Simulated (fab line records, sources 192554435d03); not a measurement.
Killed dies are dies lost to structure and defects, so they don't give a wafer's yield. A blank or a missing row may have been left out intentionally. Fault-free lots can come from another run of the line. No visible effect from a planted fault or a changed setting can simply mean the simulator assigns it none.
fab line records | flow n5Finfet
record lots=6 wafers=17 lastDay=19
route steps=1938 shown BEOL_M0_CUTY@704 BEOL_M0@715 PASSIVATION@1936
lots that met no fault: from a run of the same line without faults
startH: start of the lot's first displayed wafer, in hours after the record's first day | waitH: hours from the lot's prior step to this one | " as in the row above | L1.1+2: one row covering several wafers at once | - no value, or no start was given | * or withheld: withheld | < > ~ a bound
route shown NAME@n: a module of which the file shows steps, and the number in the route of the first | usual: the fault-free wafers' mean and standard deviation | same: alike in all rows | chamber/n: place in a boat | sites: each site's reading | _std_site: standard deviation of those values | _edge_site: the outer-site mean with the inner-site mean subtracted | radiusMm: how far each site lies from the wafer's centre | mask NAME#n: copy n | behind: tool/chamber where the wafer was last shaped | hold: why the lot was held/for how many hours/how that ended | device: transistor that didn't switch, given as n, p or np | end of line: tests run on the same wafers once the route is complete | step lacking rows: just its recipe | killed: count of dies lost to structure and defects at first sort (not the wafer's yield) | map: a wafer's dies, marking killed ones x, the rest . and places with no die _
set.NAME: the setting that was run; set.NAME@STEP: the one run at that earlier step | model.NAME: the simulator's own value behind a step, which no gauge read
certain route steps with their lots: each step a table, each wafer a row
services: the hour from which a tool's chamber was out of use, counted from the record's first day as startH (under 0 if before that day), plus the number of hours and why
## steps
# step N5_BEOL_M0_CUTY_SOFTBAKE_53
# recipe tempC=110 timeS=60 resist=CAR-ArF-block
# step N5_BEOL_M0_CUTY_EXPOSE_54
# recipe maskId=M0_ABLK na=1.35 sourceShape=conventional sigmaOuter=0.8 polarization=unpolarized doseMj=36
# step N5_BEOL_M0_CUTY_PEB_55
# recipe pebTempC=110 pebTimeS=60 resist=CAR-ArF-block
# step N5_BEOL_M0_CUTY_DEVELOP_56
# recipe developTimeS=30 developer=TMAH resist=CAR-ArF-block rinseLiquid=diw dry=airSpin devTempC=23
# step N5_BEOL_M0_CUTY_CD_MEAS_57
# recipe targetCdNm=200 landingEnergyEv=500 detector=seInlens polarity=line
# usual cdNm=199.6/0.97
# same landingEnergyEv=500
# columns lot.wafer tool chamber startH waitH cdNm
L423.2 cdSem-03 0 141.50 - 201.8
L423.4 " 0 " " 199.9
L423.6 " 0 " " 201.5
L429.3 cdSem-01 0 167.86 - 200.0
L429.4 " 0 " " 198.6
L429.6 " 0 " " 199.4
L435.2 cdSem-01 0 206.66 - 200.9
L435.4 " 0 " " 200.0
L435.6 " 0 " " 200.3
L437.2 cdSem-03 0 218.46 - 200.0
L437.4 " 0 " " 200.0
L437.5 " 0 " " 199.5
L441.2 cdSem-01 0 241.68 - 201.3
L441.3 " 0 " " 200.5
L441.4 " 0 " " 199.7
L443.2 cdSem-01 0 251.63 - 197.2
L443.6 " 0 " " 197.5
# step N5_BEOL_M0_CUTY_OVL_MEAS_58
# recipe pointsPerWafer=44
# usual M0_ABLK_OVL=-0.5/0.68
# same pointsPerWafer=44
# columns lot.wafer tool chamber startH waitH M0_ABLK_OVL[nm]
L423.2 overlay-02 0 141.53 0.0 -0.1
L423.4 " 0 " " -0.1
L423.6 " 0 " " 1.3
L429.3 overlay-01 0 167.88 0.0 -0.9
L429.4 " 0 " " 0.4
L429.6 " 0 " " -1.0
L435.2 overlay-01 0 206.69 0.0 -0.2
L435.4 " 0 " " -0.3
L435.6 " 0 " " 0.3
L437.2 overlay-01 0 218.48 0.0 -1.1
L437.4 " 0 " " 0.4
L437.5 " 0 " " -0.2
L441.2 overlay-01 0 241.71 0.0 -0.9
L441.3 " 0 " " -1.3
L441.4 " 0 " " -0.1
L443.2 overlay-01 0 251.66 0.0 -0.1
L443.6 " 0 " " 0.8
# step N5_BEOL_M0_CUTY_INSPECT_59
# recipe mode=adi inspectInstrument=macro
# usual rawDefectCount=2.1/1.5
# columns lot.wafer tool chamber startH waitH rawDefectCount
L423.2 defectInspect-01 - 141.55 0.0 1
L423.4 " - " " 0
L423.6 " - " " 3
L429.3 defectInspect-02 - 167.91 0.0 1
L429.4 " - " " 1
L429.6 " - " " 2
L435.2 defectInspect-01 - 206.71 0.0 2
L435.4 " - " " 1
L435.6 " - " " 0
L437.2 defectInspect-02 - 218.51 0.0 3
L437.4 " - " " 2
L437.5 " - " " 2
L441.2 defectInspect-01 - 241.74 0.0 2
L441.3 " - " " 1
L441.4 " - " " 5
L443.2 defectInspect-02 - 251.68 0.0 3
L443.6 " - " " 1
# step N5_BEOL_M0_CUTY_DESCUM_61
# recipe chemistry=O2 timeS=7.9 sourcePowerW=50 biasPowerW=20 pressureMtorr=20 rfFrequencyHz=2.712e+07 tempC=40 resist=CAR-ArF-block o2FlowSccm=225
# step N5_BEOL_M0_CUTY_ETCH_62
# recipe chemistry=CF4 target=SiARC maskMaterial=CAR-ArF-block timeS=58.5 ionEnergyEv=80 pressureMtorr=40 sourceW=545 biasW=36 Ar_flow_sccm=100 cf4FlowSccm=100 ends=cleared
# step N5_BEOL_M0_CUTY_ETCH_63
# recipe chemistry=N2/H2 target=SOC targetDepthA=827 overetchA=165 maskMaterial=SiARC tempC=40 ionEnergyEv=200 timeS=124 pressureMtorr=30 sourceW=840 biasW=150 n2FlowSccm=200 h2FlowSccm=200
# step N5_BEOL_M0_CUTY_STRIP_64
# recipe chemistry=N2/H2 tempC=40 n2FlowSccm=200 h2FlowSccm=200 rfFrequencyHz=6e+07
# step N5_BEOL_M0_ETCH_138
# recipe chemistry=CH3F/O2 targetDepthA=120 target=SiCN timeS=31.6 ionEnergyEv=120 pressureMtorr=30 sourceW=395 biasW=75 Ar_flow_sccm=150 CH3F_flow_sccm=30 O2_flow_sccm=20 ends=cleared
# usual drypumpMotorCurrentA=5.6/0.44 etchRfOnTimeS=29.1/1.1 oesProductAu=0.68/0.081 rfVppV=297.6/1.6 showerheadPlenumPTorr=2.01/0.063 throttleValvePct=16.30/0.22
# columns lot.wafer tool chamber startH waitH drypumpMotorCurrentA etchRfOnTimeS oesProductAu rfHoursCounterH rfVppV showerheadPlenumPTorr throttleValvePct
L423.2 rieDiel-03 2 141.92 0.0 5.2 28.1 0.63 168 295.2 1.91 16.59
L423.4 " 1 " " 5.8 31.9 0.58 - 295.2 1.98 16.15
L423.6 " 0 " " 5.0 29.3 0.75 - 296.9 2.03 16.14
L429.3 rieDiel-02 2 168.34 0.0 5.2 28.7 0.66 117 297.8 2.09 16.08
L429.4 " 0 " " 6.3 28.8 0.70 76 296.7 2.02 16.52
L429.6 " 2 " " 5.2 29.5 0.66 - 300.3 2.09 16.09
L435.2 rieDiel-02 0 206.95 0.0 6.3 28.6 0.70 91 298.0 2.02 16.55
L435.4 " 2 " " 5.2 28.9 0.64 - 298.8 2.08 16.14
L435.6 " 0 " " 6.3 28.9 0.69 - 297.3 2.02 16.53
L437.2 rieDiel-02 1 218.75 0.0 5.5 28.3 0.84 1 297.5 1.97 16.25
L437.4 " 3 " " 5.7 29.0 0.77 23 294.4 1.96 16.05
L437.5 " 3 " " 5.7 29.7 0.78 - 297.3 1.96 16.06
L441.2 rieDiel-02 1 242.08 0.0 5.5 28.6 0.82 9 296.9 1.97 16.27
L441.3 " 0 " " 6.3 29.5 0.68 103 298.7 2.02 16.58
L441.4 " 2 " " 5.2 30.0 0.64 146 298.7 2.08 16.15
L443.2 rieDiel-03 3 251.92 0.0 4.8 27.9 0.76 33 299.4 2.13 16.11
L443.6 " 0 " " 5.0 28.1 0.70 - 297.6 2.01 16.22
# step N5_BEOL_M0_HM_OPEN_105
# recipe chemistry=Cl2/BCl3 targetDepthA=120 target=TiN ionEnergyEv=150 pressureMtorr=10 icpW=1000 biasW=126 Cl2_flow_sccm=53.25 bcl3FlowSccm=21.75 Ar_flow_sccm=25
# usual drypumpMotorCurrentA=5.6/0.41 oesProductAu=0.79/0.13 throttleValvePct=22.0/0.37
# columns lot.wafer tool chamber startH waitH drypumpMotorCurrentA oesProductAu rfHoursCounterH throttleValvePct
L423.2 rieMetal-01 0 144.73 2.8 5.6 0.84 12 21.9
L423.4 " 1 " " 6.0 0.92 - 22.1
L423.6 " 1 " " 6.0 0.91 - 22.1
L429.3 rieMetal-03 1 181.61 13.2 5.7 0.58 - 22.2
L429.4 " 1 " " 5.7 0.58 - 22.2
L429.6 " 1 " " 5.7 0.57 - 22.2
L435.2 rieMetal-01 1 209.76 2.8 6.0 0.86 10 22.1
L435.4 " 0 " " 5.5 0.81 - 21.9
L435.6 " 1 " " 6.0 0.86 - 22.1
L437.2 rieMetal-01 1 218.88 0.1 6.1 0.86 11 22.1
L437.4 " 1 " " 6.1 0.85 - 22.1
L437.5 " 1 " " 6.0 0.86 - 22.1
L441.2 rieMetal-03 0 244.41 2.3 5.7 0.96 5 21.2
L441.3 " 1 " " 5.7 0.88 - 22.1
L441.4 " 0 " " 5.7 0.95 - 21.2
L443.2 rieMetal-02 1 252.02 0.1 4.8 0.69 83 22.2
L443.6 " 1 " " 4.8 0.68 - 22.2
# step N5_BEOL_M0_STRIP_140
# recipe chemistry=CF4 resist=SiARC powerW=300 biasPowerW=75 pressureMtorr=50 cf4FlowSccm=150 rfFrequencyHz=6e+07
# step N5_BEOL_M0_STRIP_104
# recipe chemistry=N2/H2 powerW=450 tempC=40 pressureMtorr=20 rfFrequencyHz=6e+07 overashFraction=0.3 biasPowerW=7 h2Frac=0.5 n2FlowSccm=200 h2FlowSccm=200
# step N5_BEOL_M0_WET_ETCH_106
# recipe chemistry=DHF dilution=10:1 tempC=25 target=SiO2 targetDepthA=1300 dry=ipaMarangoni rinseTimeS=30 rinseTempC=23
# step N5_BEOL_M0_ETCH_128
# recipe chemistry=CF4/N2 targetDepthA=120 overetchA=51 target=SiCN timeS=21.4 ionEnergyEv=150 pressureMtorr=40 sourceW=430 biasW=70 Ar_flow_sccm=100 cf4FlowSccm=60 n2FlowSccm=60
# step N5_BEOL_M0_TRENCH_ETCH_107
# recipe chemistry=C4F6/O2 targetDepthA=328 target=SiOC timeS=16.4 ionEnergyEv=250 pressureMtorr=30 sourceW=355 biasW=185 Ar_flow_sccm=300 C4F6_flow_sccm=10 O2_flow_sccm=10
# step N5_BEOL_M0_STRIP_142
# recipe chemistry=N2/H2 timeS=10 powerW=450 tempC=40 pressureMtorr=20 rfFrequencyHz=6e+07 biasPowerW=7 n2FlowSccm=200 h2FlowSccm=200
# step N5_BEOL_M0_OCD_MEAS_108
# usual trenchDepthNm=32.8/1
# columns lot.wafer tool chamber startH waitH trenchDepthNm
L423.2 ocd-01 - 145.86 0.1 29.5
L423.4 " - " " 29.6
L423.6 " - " " 33.5
L429.3 ocd-01 - 182.35 0.1 31.8
L429.4 " - " " 33.5
L429.6 " - " " 31.4
L435.2 ocd-02 - 210.50 0.1 32.6
L435.4 " - " " 33.1
L435.6 " - " " 33.1
L437.2 ocd-01 - 219.64 0.1 33.1
L437.4 " - " " 30.1
L437.5 " - " " 33.0
L441.2 ocd-01 - 244.96 0.1 33.1
L441.3 " - " " 32.4
L441.4 " - " " 32.7
L443.2 ocd-01 - 252.67 0.1 32.1
L443.6 " - " " 33.8
# step N5_BEOL_M0_HM_STRIP_129
# recipe chemistry=peroxideTinStrip material=TiN targetDepthA=170 tempC=50 timeS=108
# step N5_BEOL_M0_SRD_130
# recipe timeS=30 tempC=23 rinseLiquid=diw dry=ipaMarangoni
# step N5_BEOL_M0_ETCH_109
# recipe chemistry=CH3F/O2 targetDepthA=80 overetchA=24 target=SiCN timeS=27.4 ionEnergyEv=120 pressureMtorr=30 sourceW=395 biasW=75 Ar_flow_sccm=150 CH3F_flow_sccm=30 O2_flow_sccm=20
# step N5_BEOL_M0_STRIP_139
# recipe chemistry=postEtchResidueRemover timeS=60 tempC=25 removerPh=withheld removerWaterWtPct=withheld removerFluorideWtPct=withheld
# step N5_BEOL_M0_SRD_111
# recipe timeS=30 tempC=23 rinseLiquid=diw dry=ipaMarangoni
# step N5_BEOL_M0_DEGAS_112
# recipe ambient=vacuum tempC=250 timeS=60
# step N5_BEOL_M0_PRE_CLEAN_113
# recipe gas=H2/He timeS=30 tempC=250
# step N5_BEOL_M0_ALD_136
# recipe material=TaN targetThkA=* tempC=275 aldPrecursorFamily=PDMAT aldCoReactant=NH3 pressureTorr=3 carrierFlowSccm=1500 pulseTimeS=2 purgeTimeS=3 coReactantPurgeTimeS=2 coReactantPulseTimeS=3 aldCycles=30 precursorVesselTempC=75 precursorVesselPressureTorr=26.25 precursorVesselCarrierSccm=1000
# step N5_BEOL_M0_SURFACE_TREAT_137
# recipe gas=Ar timeS=* ionEnergyEv=* ionCurrentMaCm2=0.5 pressureMtorr=* arFlowSccm=30
# step N5_BEOL_M0_CVD_115
# recipe material=Co targetThkA=* tempC=withheld precursor=CCTBA/H2 pressureTorr=30 timeS=120
# step N5_BEOL_M0_SPUTTER_116
# recipe material=Cu targetThkA=40 tempC=-20 chamberPressurePa=0.07 powerW=withheld timeS=7.37
# usual throttleValvePct=29.7/1.3
# columns lot.wafer tool chamber startH waitH throttleValvePct
L423.2 pvdSputter-01 - 149.30 0.1 28.7
L423.4 " - " " 32.7
L423.6 " - " " 30.9
L429.3 pvdSputter-02 - 184.81 1.5 30.6
L429.4 " - " " 31.2
L429.6 " - " " 30.1
L435.2 pvdSputter-02 - 213.58 0.1 30.1
L435.4 " - " " 31.3
L435.6 " - " " 31.4
L437.2 pvdSputter-01 - 221.21 0.2 30.5
L437.4 " - " " 32.7
L437.5 " - " " 30.8
L441.2 pvdSputter-02 - 246.50 0.5 30.3
L441.3 " - " " 31.4
L441.4 " - " " 31.4
L443.2 pvdSputter-02 - 254.23 0.2 30.0
L443.6 " - " " 31.3
# step N5_BEOL_M0_ANNEAL_117
# recipe tempC=400 timeS=60 ambient=vacuum
# step N5_BEOL_M0_SPUTTER_132
# recipe material=Cu targetThkA=40 tempC=-20 chamberPressurePa=0.07 powerW=withheld timeS=7.37
# step N5_BEOL_M0_ANNEAL_133
# recipe tempC=400 timeS=60 ambient=vacuum
# step N5_BEOL_M0_SPUTTER_134
# recipe material=Cu targetThkA=40 tempC=-20 chamberPressurePa=0.07 powerW=withheld timeS=7.37
# step N5_BEOL_M0_ANNEAL_135
# recipe tempC=400 timeS=60 ambient=vacuum
# usual heaterPowerW=855/81
# columns lot.wafer tool chamber startH waitH heaterPowerW
L423.2 pvdSputter-01 - 149.62 0.0 853
L423.4 " - " " 828
L423.6 " - " " 905
L429.3 pvdSputter-02 - 185.13 0.0 754
L429.4 " - " " 934
L429.6 " - " " 750
L435.2 pvdSputter-02 - 213.90 0.0 735
L435.4 " - " " 949
L435.6 " - " " 801
L437.2 pvdSputter-01 - 221.53 0.0 884
L437.4 " - " " 836
L437.5 " - " " 1057
L441.2 pvdSputter-02 - 246.82 0.0 768
L441.3 " - " " 780
L441.4 " - " " 941
L443.2 pvdSputter-02 - 254.55 0.0 738
L443.6 " - " " 950
# step N5_BEOL_M0_SPUTTER_141
# recipe material=Cu targetThkA=40 tempC=-20 chamberPressurePa=0.07 powerW=withheld timeS=7.37
# usual throttleValvePct=29.7/1.3
# columns lot.wafer tool chamber startH waitH throttleValvePct
L423.2 pvdSputter-01 - 149.66 0.0 28.6
L423.4 " - " " 32.6
L423.6 " - " " 30.4
L429.3 pvdSputter-02 - 185.17 0.0 30.0
L429.4 " - " " 31.1
L429.6 " - " " 30.2
L435.2 pvdSputter-02 - 213.94 0.0 30.1
L435.4 " - " " 31.4
L435.6 " - " " 31.2
L437.2 pvdSputter-01 - 221.57 0.0 30.5
L437.4 " - " " 32.8
L437.5 " - " " 31.1
L441.2 pvdSputter-02 - 246.86 0.0 30.2
L441.3 " - " " 31.4
L441.4 " - " " 31.4
L443.2 pvdSputter-02 - 254.59 0.0 30.3
L443.6 " - " " 31.4
# step N5_BEOL_M0_ECD_118
# recipe material=Cu targetThkA=3000
# step N5_BEOL_M0_ANNEAL_119
# recipe tempC=225 timeS=90 ambient=N2
# usual wafer_temp_C_max=226.3/0.34
# columns lot.wafer tool chamber startH waitH wafer_temp_C_max
L423.2 rtpAnneal-02 0 149.93 0.1 226.5
L423.4 " 0 " " 226.1
L423.6 " 0 " " 227.0
L429.3 rtpAnneal-01 0 185.45 0.1 225.9
L429.4 " 0 " " 226.1
L429.6 " 0 " " 226.2
L435.2 rtpAnneal-01 0 214.18 0.1 225.9
L435.4 " 0 " " 226.2
L435.6 " 0 " " 226.6
L437.2 rtpAnneal-01 0 221.81 0.1 226.3
L437.4 " 0 " " 225.8
L437.5 " 0 " " 225.8
L441.2 rtpAnneal-02 0 247.11 0.1 226.1
L441.3 " 0 " " 226.3
L441.4 " 0 " " 226.7
L443.2 rtpAnneal-01 0 254.83 0.1 226.1
L443.6 " 0 " " 226.1
# step N5_BEOL_M0_CMP_120
# recipe stopOn=SiOC tOverpolishS=6.9 downForcePsi=1 platenRpm=50 clearingPlatenDownForcePsi=1.5 clearingPlatenRpm=50 postCmpClean=cuAlkaline clearingPlatenPadVelocityMS=0.99484 padVelocityMS=0.99484
# step N5_BEOL_M0_PRE_CLEAN_131
# recipe gas=NH3/H2 timeS=15 tempC=* rfPowerW=300
# step N5_PASSIVATION_PROBE_49
# usual defectLimitedYield=91.2/1.4 killed_at_M0_to_M3=34/9.3 killed_at_M4_up=14/5.9 killedAtContacts=14/5.7 killedAtFrontEnd=38/10 killedAtOther=4/3.2 killedDies=104/17 killedOpen=67/13 killedShort=33/6.9 sort_bin_5_function=5.2/1 sort_bin_6_memory=3.3/0.61 sortNPass=1069/52 sortYieldPct=91/4.4
# same grossDies=1180 killedAtBackSide=0 sort_bin_4_leakage[%]=0 sort_bin_8_speed[%]=0
# columns lot.wafer tool chamber startH waitH defectLimitedYield[%] killed_at_M0_to_M3 killed_at_M4_up killedAtContacts killedAtFrontEnd killedAtOther killedDies killedOpen killedShort sort_bin_5_function[%] sort_bin_6_memory[%] sortNPass sortYieldPct[%]
L429.3 prober-01 - 350.49 1.0 90.1 43 16 19 34 5 117 71 45 5.4 4.2 1063 90
L429.4 prober-01 - 350.54 1.1 89.6 61 12 7 42 1 123 72 48 6.1 3.5 1057 90
L429.6 prober-01 - 350.64 1.2 91.4 40 14 6 33 8 101 69 29 4.5 3.8 1079 91
L437.2 prober-01 - 408.73 0.1 80.2 145 13 33 42 1 234 59 32 13.5 3.9 946 80
L437.4 prober-01 - 408.83 0.2 81.9 154 10 6 38 5 213 60 42 11.3 5.0 967 82
L437.5 prober-01 - 408.88 0.2 83.0 129 10 14 41 7 201 54 35 9.9 4.4 979 83
L435.2 prober-02 - 416.78 0.1 81.8 157 6 19 28 5 215 50 44 11.9 4.5 965 82
L435.4 prober-02 - 416.88 0.2 83.5 148 11 12 21 3 195 63 25 10.9 3.9 985 83
L435.6 prober-02 - 416.98 0.3 79.2 140 5 19 24 58 246 58 17 16.6 2.5 934 79
L441.2 prober-02 - 438.45 0.1 92.4 24 9 15 38 4 90 56 25 4.1 3.1 1090 92
L441.3 prober-02 - 438.50 0.1 92.5 29 8 18 33 1 89 63 20 4.4 2.8 1091 92
L441.4 prober-02 - 438.55 0.2 93.1 23 8 8 40 3 82 48 28 4.2 2.3 1098 93
# killed by level:class
L429.3 BEOL_M0_SAQP:geometricParticle:open=17 MOL_CONTACT_COAG:geometricParticle:open=14 BEOL_M0_SAQP:geometricParticle:short=11 FIN_SAQP:geometricParticle:short=10 STI_FIN_REVEAL:geometricParticle:open=6 BEOL_M4:geometricParticle:open=6 MOL_CONTACT_COAG:geometricParticle:short=5 BEOL_M2:geometricParticle:open=5
L429.4 BEOL_M0_SAQP:geometricParticle:short=24 STI_FIN_REVEAL:geometricParticle:open=16 BEOL_M0_SAQP:geometricParticle:open=15 BEOL_M2:geometricParticle:open=11 FIN_SAQP:geometricParticle:short=10 FIN_SAQP:geometricParticle:open=5 BEOL_M4:geometricParticle:open=5 MOL_CONTACT_COAG:geometricParticle:open=4
L429.6 BEOL_M0_SAQP:geometricParticle:open=17 STI_FIN_REVEAL:geometricParticle:open=8 BEOL_M0_SAQP:geometricParticle:short=8 MOL_CONTACT_COAG:geometricParticle:open=6 BEOL_M2:geometricParticle:open=6 BEOL_M3:geometricParticle:open=6 BEOL_M4:geometricParticle:open=5 FIN_SAQP:geometricParticle:open=4
L437.2 BEOL_M0:unspecified=114 MOL_CONTACT_COAG:areaEtch=24 BEOL_M3:geometricParticle:open=13 FIN_SAQP:geometricParticle:open=8 GATE_CUT:geometricParticle:short=7 GATE_CUT:geometricParticle:open=6 MOL_CONTACT_COAG:geometricParticle:open=5 BEOL_M0_SAQP:geometricParticle:open=5
L437.4 BEOL_M0:unspecified=105 BEOL_M0_SAQP:geometricParticle:short=20 BEOL_M0_SAQP:geometricParticle:open=11 DUMMY_GATE:geometricParticle:open=9 BEOL_M3:geometricParticle:open=9 FIN_SAQP:geometricParticle:open=4 STI_FIN_REVEAL:geometricParticle:open=4 STARTING-WAFER:geometricParticle:open=4
L437.5 BEOL_M0:unspecified=106 MOL_CONTACT_COAG:geometricParticle:open=13 BEOL_M0_SAQP:geometricParticle:short=10 STI_FIN_REVEAL:geometricParticle:open=7 BEOL_M0_SAQP:geometricParticle:open=5 GATE_CUT:geometricParticle:short=4 BEOL_M5:geometricParticle:open=4 STARTING-WAFER:geometricParticle:short=4
L435.2 BEOL_M0:unspecified=108 BEOL_M1:geometricParticle:open=18 MOL_CONTACT_COAG:areaEtch=11 GATE_CUT:geometricParticle:short=8 BEOL_M0_SAQP:geometricParticle:short=8 MOL_CONTACT_COAG:geometricParticle:open=5 BEOL_M2:geometricParticle:open=5 BEOL_M3:geometricParticle:open=5
L435.4 BEOL_M0:unspecified=103 BEOL_M2:geometricParticle:open=11 MOL_CONTACT_COAG:geometricParticle:open=11 STI_FIN_REVEAL:geometricParticle:open=8 BEOL_M0_SAQP:geometricParticle:short=8 BEOL_M3:geometricParticle:open=8 BEOL_M0_SAQP:geometricParticle:open=6 BEOL_M1:geometricParticle:open=5
L435.6 BEOL_M0:unspecified=100 PASSIVATION:areaEtch=52 MOL_CONTACT_COAG:areaEtch=14 BEOL_M0_SAQP:geometricParticle:open=11 BEOL_M1:geometricParticle:open=10 FIN_SAQP:geometricParticle:open=6 DUMMY_GATE:geometricParticle:open=5 MOL_CONTACT_COAG:geometricParticle:open=5
L441.2 MOL_CONTACT_COAG:geometricParticle:open=12 STI_FIN_REVEAL:geometricParticle:open=9 BEOL_M0_SAQP:geometricParticle:short=9 DUMMY_GATE:geometricParticle:open=6 GATE_CUT:geometricParticle:open=6 GATE_CUT:geometricParticle:short=5 BEOL_M2:geometricParticle:open=5 BEOL_M0_SAQP:geometricParticle:open=4
L441.3 MOL_CONTACT_COAG:geometricParticle:open=12 STI_FIN_REVEAL:geometricParticle:open=11 BEOL_M2:geometricParticle:open=8 FIN_SAQP:geometricParticle:open=6 MOL_CONTACT_COAG:geometricParticle:short=5 BEOL_M1:geometricParticle:open=4 BEOL_M0_SAQP:geometricParticle:open=4 GATE_CUT:geometricParticle:open=3
L441.4 STI_FIN_REVEAL:geometricParticle:open=11 BEOL_M0_SAQP:geometricParticle:open=8 STI_FIN_REVEAL:geometricParticle:short=7 MOL_CONTACT_COAG:geometricParticle:open=6 BEOL_M3:geometricParticle:open=6 GATE_CUT:geometricParticle:open=4 GATE_CUT:geometricParticle:short=4 BEOL_M0_SAQP:geometricParticle:short=4
# map L435.6 (x killed, . not)
_________________.x...xx.x...________________
______________.......xx..xxx...._____________
___________xx.....x......x...x.....__________
__________...x...xxx.....x.........x_________
________x.x.....x..x..xx.............._______
_______....x.x.......x.........x.......______
______....x.............x...x.....x....._____
_____..............x.................x...____
____....x.....xx.........x...x...x....x...___
___x............x...x..........x........x..__
___.....x.............x..x..x..x...........__
__................x.............x........xx._
__x....................................x...._
_...x.....x.....x...x.......x..............x.
_..x......x..................................
_xx.x..........................x....xx.......
_xxxx..x......x.x.......x...x........x.....x.
_xxxxx.........x....xx..............x........
_xxxx..........xx...xx.x.x.........x..x......
_.xx..............xx.xxxxx...................
_...x...xx...x..xxxxxxxxx........xx......x...
__........x...xxxxxxxxxxxxx..x........x....._
__..x.x.....x.xxxxxxxxxxxxxx.x............x._
___x.x.x.......xxxxxxxxxxx.................__
___............xxxxxxxxxx...x.....x........__
____....x.....xxxxxxxxxxxx.x.........x....___
_____...xx.....x.xxxxxx..x...............____
______.......x.xxxxxxxxx.x.............._____
_______.......x.....xxx................______
________.....x......x................._______
__________x..x.x........xx.....x...._________
___________...x.........x...x......__________
______________.x.........x...x.._____________
_________________.....x......________________
# map L437.2 (x killed, . not)
_________________........x...________________
______________xx................_____________
___________...........x...x.x......__________
__________x........x.....x.........._________
________x..xx......x................x._______
_______................................______
______..x..................x.....x..x..._____
_____x..x.......x........................____
____........x........xx..........x......x.___
___........x........x......................__
___...........x............x.......x....x..__
__.....x.............x.x...xx....x.........x_
__..x..............x.x..........x.........x._
_..................................x...x.....
_x........x.x....x.......x........x..........
_.......x..x..x...........x.............x.x..
_..............................xx.x.......x..
_.....x........x..xx.xx...............x....x.
_x...x....x......x.xx...x........x.x.........
_.xx..........x..x.xxxxx.xx..................
_...x..x.....x..xxxxxxxxxx.x.....x........x..
__.........xx.xxxxxxxxxxxx..x..............._
__..x..x........xxxxxxxxxx.x.......x........_
___.x..x......xxxxxxxxxxxxxx..x.x..........__
___..........xxxxxxxxxxxxxx..x....x...x....__
____.x.......x.x.xxxxxxxxxx...............___
_____.x...x....x.xxxxxxxxx......x....x...____
______.......xxxx...xxxxx....x.....x..x._____
_______.x.xx......x.x.xxx...x......x...______
________...............x............xx_______
__________.x.................x......_________
___________.x...x..xx.........x.x..__________
______________.........xx......._____________
_________________.x......x...________________
## services
# columns tool chamber startH hours kind
rtpAnneal-02 - 120.30 3.9 pm
rieDiel-03 3 134.34 - clean
rieDiel-03 3 134.34 - consumableReplace:focusRing
rieDiel-03 3 134.34 - consumableReplace:showerhead
rieDiel-02 3 140.88 - clean
rieDiel-02 3 140.88 - consumableReplace:focusRing
rieDiel-02 3 140.88 17.4 scheduledDown
rieDiel-02 3 140.88 17.4 ventCycle
rieMetal-02 - 144.65 0.8 repair
pvdSputter-01 - 155.00 1.1 repair
pvdSputter-01 - 161.50 48.4 repair
rieMetal-03 0 180.09 - clean
rieMetal-03 0 180.09 19.2 scheduledDown
rieMetal-03 0 180.09 19.2 ventCycle
rieDiel-02 1 191.74 - clean
rieDiel-02 1 191.74 - consumableReplace:focusRing
rieDiel-02 1 191.74 22.8 scheduledDown
rieDiel-02 1 191.74 22.8 ventCycle
rieMetal-03 1 199.32 - clean
rieMetal-03 1 199.32 20.9 scheduledDown
rieMetal-03 1 199.32 20.9 ventCycle
rieDiel-03 0 201.11 2.7 repair
rieMetal-02 - 204.99 0.6 repair
rieMetal-01 - 219.62 2.8 pm
## key
firstSign step=N5_PASSIVATION_PROBE_49 reading=killed_at_M0_to_M3 direction=up sigmas=12 usual=34 struck=146
effect step=N5_PASSIVATION_PROBE_49 reading=killedDies direction=up sigmas=6.7 usual=104 struck=217
moreKillsBornAt N5_BEOL_M0_HM_OPEN_105@rieMetal-01=636
metAt N5_BEOL_M0_HM_OPEN_105
struckWafers L435.2,L435.4,L435.6,L437.2,L437.4,L437.5
baselineLoss step=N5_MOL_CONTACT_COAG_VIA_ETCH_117 wafers=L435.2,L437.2
baselineLoss step=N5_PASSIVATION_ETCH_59 wafers=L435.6
onsetBetween 144.73 209.76
fault kind=chamberParticleSource tool=rieMetal-01 chamber=- onsetH=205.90 steps=N5_BEOL_M0_HM_OPEN_105 ratePerVisitCm2=0.62312 endH=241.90
# baselineLoss: these wafers lose ten dies or more at that step, a loss of the line's own and not of a fault; the sort's usual values leave them out
